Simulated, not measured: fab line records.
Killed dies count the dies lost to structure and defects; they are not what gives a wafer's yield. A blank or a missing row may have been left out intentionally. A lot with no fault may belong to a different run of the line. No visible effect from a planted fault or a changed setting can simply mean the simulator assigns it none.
A struck lot beside a sound one	flow n5-finfet	16 out of 1938 route steps
Sound: the wafers L954.2, L954.3, L954.6. Struck: wafers L957.1, L957.4, L957.6. Last of all comes the cause.
Order at every step that has rows: each side's tool, ch and its chambers, its first start. Under that, the readings that differ: sound wafers	struck wafers	difference of the means	sigmas: that difference in standard deviations of wafers without a fault.
alike: a reading whose means differ by less than 2 such deviations, as well as words and numbers matching on both sides. not compared: withheld readings; readings where some wafer has no value; bounds like >300 that might hide an equal value; numbers whose values overlap and for which the record gives no deviation.
A row with sigmas, a row that says differs or no value, or rows on one side alone: a step with any of these is where the two part. Numbers that don't overlap but have no deviation are shown without sigmas and don't part them. A reading that every wafer of one side lacks parts them only if that side has two wafers or more.

first, 8 steps without rows for these wafers: N5_BEOL_M1_COAT_68 (time 60 s, resist thk 12 nm); N5_BEOL_M1_COAT_76 (time 60 s, resist thk 5 nm); N5_BEOL_M1_COAT_22 (resist thk 30 nm); N5_BEOL_M1_EBR_24; N5_BEOL_M1_SOFTBAKE_23 (time 60 s); N5_BEOL_M1_EXPOSE_25 (exposes mask V0, defocus 5 nm, target cd 24 nm); N5_BEOL_M1_PEB_26 (peb time 60 s); N5_BEOL_M1_DEVELOP_27 (develop time 30 s).
N5_BEOL_M1_CD_MEAS_28: target cd y 23.3 nm.
  sound on cd-sem-01 ch 0, day 6 23:26; struck on cd-sem-03 ch 0, day 7 07:01
  alike: cd-nm
N5_BEOL_M1_OVL_MEAS_29:
  sound on overlay-02 ch 0, day 6 23:28; struck on overlay-01 ch 0, day 7 07:02
  alike: V0_OVL
N5_BEOL_M1_INSPECT_30: inspects for defects (brightfield).
  sound on defect-inspect-01, day 6 23:31; struck on defect-inspect-01, day 7 07:06
  alike: raw-defect-count
N5_BEOL_M1_DESCUM_33: chemistry O2, time 7 s.
  sound on rie-diel-02 ch 0,1,2, day 6 23:47; struck on rie-diel-02 ch 1,2, day 7 07:08
  alike: drypump-motor-current-A, oes-product-au, rf-vpp-V, showerhead-plenum-p-Torr, throttle-valve-pct
  not compared: rf-hours-counter-h
N5_BEOL_M1_ETCH_77: etches underlayer in N2/H2, target depth 6.5 nm, time 5.2 s.
  sound on rie-diel-02 ch 0,1,2, day 6 23:49; struck on rie-diel-02 ch 1,2, day 7 07:10
reading	sound	struck	difference	sigmas
etch-rf-on-time-s (s)	5.14 5.30 5.31	4.51 4.50 4.48	-0.75	-8
rf-fwd-power-W (W)	822.0 818.7 819.3	1023.4 1020.9 1025.9	+203.4	+78
rf-vpp-V (V)	530.6 521.4 529.5	487.3 490.5 487.9	-38.6	-13
  alike: drypump-motor-current-A, oes-product-au, showerhead-plenum-p-Torr, throttle-valve-pct
  not compared: rf-hours-counter-h
N5_BEOL_M1_ETCH_69: etches SiARC in CF4, target depth 15.6 nm, time 26 s.
  sound on rie-diel-02 ch 0,1,2, day 6 23:50; struck on rie-diel-02 ch 1,2, day 7 07:11
  alike: drypump-motor-current-A, etch-rf-on-time-s, mfc-ar-sccm, oes-product-au, rf-fwd-power-W, rf-vpp-V, showerhead-plenum-p-Torr, throttle-valve-pct
  not compared: rf-hours-counter-h
-- the record jumps here: 2 days lie between the struck wafers' starts before and after (it left off in module BEOL_M1 and takes up again in module BEOL_M4, whose first step shown is number 1111 of the route) --
N5_BEOL_M4_RC_MEAS_101:
  sound on prober-01 ch 0, day 9 02:55; struck on prober-01 ch 0, day 9 13:31
reading	sound	struck	difference	sigmas
IOFF_P (nA/um)	0.214 0.180 0.194	0.238 0.240 0.295	+0.062	+3
ION_P (uA/um)	462 455 455	466 471 475	+13	+2
VT_P (mV)	-252.2 -251.2 -253.7	-245.9 -247.6 -244.1	+6.5	+3
  alike: DIBL_N, DIBL_P, IOFF_N, ION_N, SS_N, SS_P, VT_N
-- here the record skips 4 days between the struck wafers' starts before and after, leaving off in module BEOL_M4 and picking up in module PASSIVATION (first step shown: number 1936 of the route) --
N5_PASSIVATION_PROBE_49:
  the record has rows for the struck wafers here (prober-01, day 13 23:31) and none for the sound ones

## WHERE THEY PART
Last at N5_PASSIVATION_PROBE_49 as far as this record goes, first at N5_BEOL_M1_ETCH_77.

WHY: whatever the simulator had introduced
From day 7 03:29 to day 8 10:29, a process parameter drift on rie-diel-02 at N5_BEOL_M1_ETCH_77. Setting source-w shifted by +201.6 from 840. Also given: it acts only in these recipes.
